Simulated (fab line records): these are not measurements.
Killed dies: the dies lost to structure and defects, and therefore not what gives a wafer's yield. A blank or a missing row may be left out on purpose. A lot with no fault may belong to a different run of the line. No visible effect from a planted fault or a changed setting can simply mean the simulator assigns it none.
The same fault as seen by 2 desks | flow nand harc | only its own numbers are on each desk; what lay behind them is given at the end

## AT THE TOOL OWNER'S DESK: pvd sputter-02
The tool's own readings at NHARC_A_M0_PVD_21 (deposits Cu, target thk 30 nm, time 20.49 s): means of the sampled wafers that have a number, for each lot that ran on this tool. The brackets show how far a lot's mean lies from the usual mean; more than 4 standard deviations puts the lot out of limits, marked OUT.
Columns: A = cathode dc power W at NHARC_A_M0_PVD_21, usual 5000.0 W; B = throttle valve pct at NHARC_A_M0_PVD_21, usual 30.0 %
lot  | first seen here | A                        | B
L147 | day 23 15:42    | 5000.1                   | 30.9
L153 | day 25 11:07    | 5000.1                   | 31.0
L154 | day 25 19:20    | 4999.3                   | 30.0
L158 | day 28 13:52    | 4999.9                   | 29.8
L166 | day 30 20:13    | 4619.1 (-99 or more) OUT | 30.3
L165 | day 30 22:04    | 4619.6 (-99 or more) OUT | 28.7
This desk's finding: out of limits on L165, L166; first on L166, day 30 20:13 (cathode dc power W at NHARC_A_M0_PVD_21). L147, L153, L154, L158: within limits.

## THE METROLOGY DESK
What the gauges read, lot by lot, whatever tool the lot ran on: means of the sampled wafers that have a number. The brackets show how far a lot's mean lies from the usual mean; more than 4 standard deviations puts the lot out of limits, marked OUT.
Columns: A = overlay x nm at NHARC_A_M0_OVL_MEAS_10, usual 0.3 nm; B = overlay y nm at NHARC_A_M0_OVL_MEAS_10, usual 0.2 nm
lot  | first seen here | A    | B
L148 | day 23 12:05    | 0.8  | -0.4
L147 | day 23 14:28    | -0.2 | -0.2
L153 | day 25 09:52    | -0.6 | -0.4
L154 | day 25 18:05    | 1.6  | 1.0
L157 | day 27 18:26    | 0.3  | -0.1
L156 | day 27 21:24    | 0.9  | 0.5
L158 | day 28 12:32    | 0.9  | 0.4
L163 | day 29 15:31    | 0.8  | 0.9
L166 | day 30 18:52    | -0.8 | 1.0
L165 | day 30 20:40    | 0.3  | -0.7
L170 | day 33 04:56    | 0.1  | 0.5
This desk found nothing out of limits on any of the 11 lots.

## BROUGHT TOGETHER
An alarm could have come from the tool owner's desk at day 30 20:13, on L165, L166.
From the metrology desk's view, nothing was out of limits.
The metrology desk has L165, L166 on record, within its limits.
Of the lots named, all ran NHARC_A_M0_PVD_21 on pvd sputter-02.

## WHAT THE SIMULATOR PUT IN
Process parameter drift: pvd sputter-02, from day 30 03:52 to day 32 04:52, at NHARC_A_M0_PVD_21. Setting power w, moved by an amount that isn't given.
Lots struck among those shown: L165, L166.
Delay in hours, fault start to first out-of-limits reading, by desk: the tool owner's desk at 16.
